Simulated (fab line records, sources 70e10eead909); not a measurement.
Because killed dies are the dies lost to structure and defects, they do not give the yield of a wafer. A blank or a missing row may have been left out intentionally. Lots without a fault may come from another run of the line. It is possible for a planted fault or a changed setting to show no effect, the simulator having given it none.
Comparing a struck lot with a sound one -- flow nandHarc -- 42 out of 1159 route steps
Sound: the wafers L965.2, L965.4, L965.6. Wafers struck: L973.1, L973.2, L973.5. At the end, the cause is stated.
Per side, at each step with rows, come the tool, then ch with its chambers, and then its first start. Under that, the readings that differ: sound wafers -- struck wafers -- difference of the means -- sigmas: that difference in standard deviations of wafers without a fault.
alike: a reading whose means differ by less than 2 such deviations, as well as words and numbers matching on both sides. not compared: withheld readings; readings where some wafer has no value; bounds like >300 that might hide an equal value; numbers whose values overlap and for which the record gives no deviation.
A row with sigmas, a row that says differs or no value, or rows on one side alone: a step with any of these is where the two part. Non-overlapping numbers with no deviation appear without sigmas and do not part them. Lack of a reading on every wafer of one side parts them only where that side has two or more wafers.

first, 2 steps without rows for these wafers: NHARC_A_CONTACT_DESCUM_47 (chemistry O2, time 3 s); NHARC_A_CONTACT_ETCH_48 (etches the open film in CF4, target depth 39 nm, time 65 s).
NHARC_A_CONTACT_ETCH_49: etches the open film in N2/H2, target depth 260 nm, time 475.3 s.
  sound: rieDiel-07 ch 0,1; struck: rieDiel-11 ch 1,2,3
  alike: drypumpMotorCurrentA, h2FlowSccm, oesProductAu, rfVppV, showerheadPlenumPTorr, throttleValvePct
  not compared: rfHoursCounterH
then, 4 steps without rows for these wafers: NHARC_A_CONTACT_ETCH_50 (etches the open film in CF4/CHF3, target depth 84.7 nm, time 42.4 s); NHARC_A_CONTACT_ETCH_51 (etches the open film in O2/COS, target depth 3600 nm, time 936 s); NHARC_A_CONTACT_ETCH_111 (etches the open film in C4F8/O2/Ar, time 140 s, target depth 700 nm); NHARC_A_CONTACT_ETCH_112 (etches the open film in C4F8/O2/Ar, time 94 s, target depth 922 nm).
NHARC_A_CONTACT_ETCH_113: etches the open film in C4F8/O2/Ar, time 94 s, target depth 922 nm.
  sound on harCapEtch-02 ch 0,1, day 16 12:29; struck on harCapEtch-01 ch 0,1, day 18 15:53
  not compared: rfHoursCounterH
then, 3 steps without rows for these wafers: NHARC_A_CONTACT_ETCH_114 (etches the open film in C4F8/O2/Ar, time 94 s, target depth 922 nm); NHARC_A_CONTACT_ETCH_115 (etches the open film in C4F8/O2/Ar, time 94 s, target depth 922 nm); NHARC_A_CONTACT_ETCH_116 (etches the open film in C4F8/O2/Ar, time 94 s, target depth 922 nm).
NHARC_A_CONTACT_ETCH_117: etches the open film in C4F8/O2/Ar, time 94 s, target depth 922 nm.
  sound on harCapEtch-02 ch 0,1, day 16 12:50; struck on harCapEtch-01 ch 0,1, day 18 16:15
  not compared: rfHoursCounterH
NHARC_A_CONTACT_ETCH_118: etches the open film in C4F8/O2/Ar, time 94 s, target depth 922 nm.
  sound on harCapEtch-02 ch 0,1, day 16 12:56; struck on harCapEtch-01 ch 0,1, day 18 16:20
  not compared: rfHoursCounterH
then, 5 steps without rows for these wafers: NHARC_A_CONTACT_ETCH_119 (etches the open film in C4F8/O2/Ar, time 94 s, target depth 922 nm); NHARC_A_CONTACT_ETCH_120 (etches the open film in C4F8/O2/Ar, time 94 s, target depth 922 nm); NHARC_A_CONTACT_ETCH_121 (etches the open film in C4F8/O2/Ar, time 94 s, target depth 922 nm); NHARC_A_CONTACT_ETCH_122 (etches the open film in C4F8/O2/Ar, time 95 s, target depth 930 nm); NHARC_A_CONTACT_ETCH_123 (etches the open film in C4F8/O2/Ar, time 253 s, target depth 1090 nm).
NHARC_A_CONTACT_ETCH_90: etches the open film in CH3F/O2, target depth 40 nm, time 85.7 s.
  sound on rieDiel-07 ch 0,1,2, day 16 13:58; struck on rieDiel-07 ch 0,1, day 18 17:24
  alike: drypumpMotorCurrentA, oesProductAu, rfVppV, showerheadPlenumPTorr, throttleValvePct
  not compared: rfHoursCounterH
then, 1 step without rows for these wafers: NHARC_A_CONTACT_ETCH_96 (etches the open film in C4F6/O2, target depth 20 nm, time 10 s).
NHARC_A_CONTACT_CD_MEAS_53:
  sound on cdSem-02 at day 16 14:11; struck on cdSem-01 at day 18 17:37
  alike: cdNm
then, 7 steps without rows for these wafers: NHARC_A_CONTACT_STRIP_99 (strips in N2/H2); NHARC_A_CONTACT_STRIP_100 (strips in CF4/CHF3); NHARC_A_CONTACT_STRIP_101 (strips in O2/COS); NHARC_A_CONTACT_ETCH_102 (etches the open film in CF4/O2, target depth 70 nm, overetch 7 nm, time 38.5 s); NHARC_A_CONTACT_STRIP_55 (strips in O2); NHARC_A_CONTACT_STRIP_56 (strips in post etch residue remover, time 600 s); NHARC_A_CONTACT_DEP_57 (deposits aC, target thk 2800 nm).
NHARC_A_CONTACT_DEP_58: deposits SiON, target thk 60 nm.
  sound on pecvd-03 ch 0,1,2, day 16 17:19; struck on pecvd-04 ch 1,2, day 18 20:34
  alike: heaterPowerW
then, 10 steps without rows for these wafers: NHARC_A_CONTACT_DEHYDRATE_59 (time 120 s); NHARC_A_CONTACT_HMDS_60 (time 30 s); NHARC_A_CONTACT_COAT_61 (time 75 s); NHARC_A_CONTACT_COAT_62 (time 65 s); NHARC_A_CONTACT_COAT_63 (resist thk 90 nm); NHARC_A_CONTACT_SOFTBAKE_64 (time 55 s); NHARC_A_CONTACT_EBR_65; NHARC_A_CONTACT_EXPOSE_66 (exposes mask A CC 2); NHARC_A_CONTACT_PEB_67 (peb time 65 s); NHARC_A_CONTACT_DEVELOP_68 (develop time 35 s).
NHARC_A_CONTACT_CD_MEAS_69: target cd 200 nm.
  sound on cdSem-03 ch 0, day 16 18:03; struck on cdSem-01 ch 0, day 18 21:17
  alike: cdNm
NHARC_A_CONTACT_OVL_MEAS_70:
  sound on overlay-02 at day 16 18:08; struck on overlay-02 at day 18 21:22
reading,sound,struck,difference,sigmas
overlayXNm (nm),1.5 1.1 0.6,-1.5 -1.1 -1.2,-2.3,-3
  alike: overlayYNm
-- jump in the record: it breaks off in module A_CONTACT and resumes in module END (first step shown: number 1159 of the route), and 3 days separate the struck wafers' starts before and after --
NHARC_END_SORT_01:
  the record has rows for the struck wafers here (prober-01 ch 0, day 21 20:51) and none for the sound ones

WHERE THEY PART
Last at NHARC_END_SORT_01 as far as this record goes, first at NHARC_A_CONTACT_OVL_MEAS_70.

WHY: whatever the simulator had introduced
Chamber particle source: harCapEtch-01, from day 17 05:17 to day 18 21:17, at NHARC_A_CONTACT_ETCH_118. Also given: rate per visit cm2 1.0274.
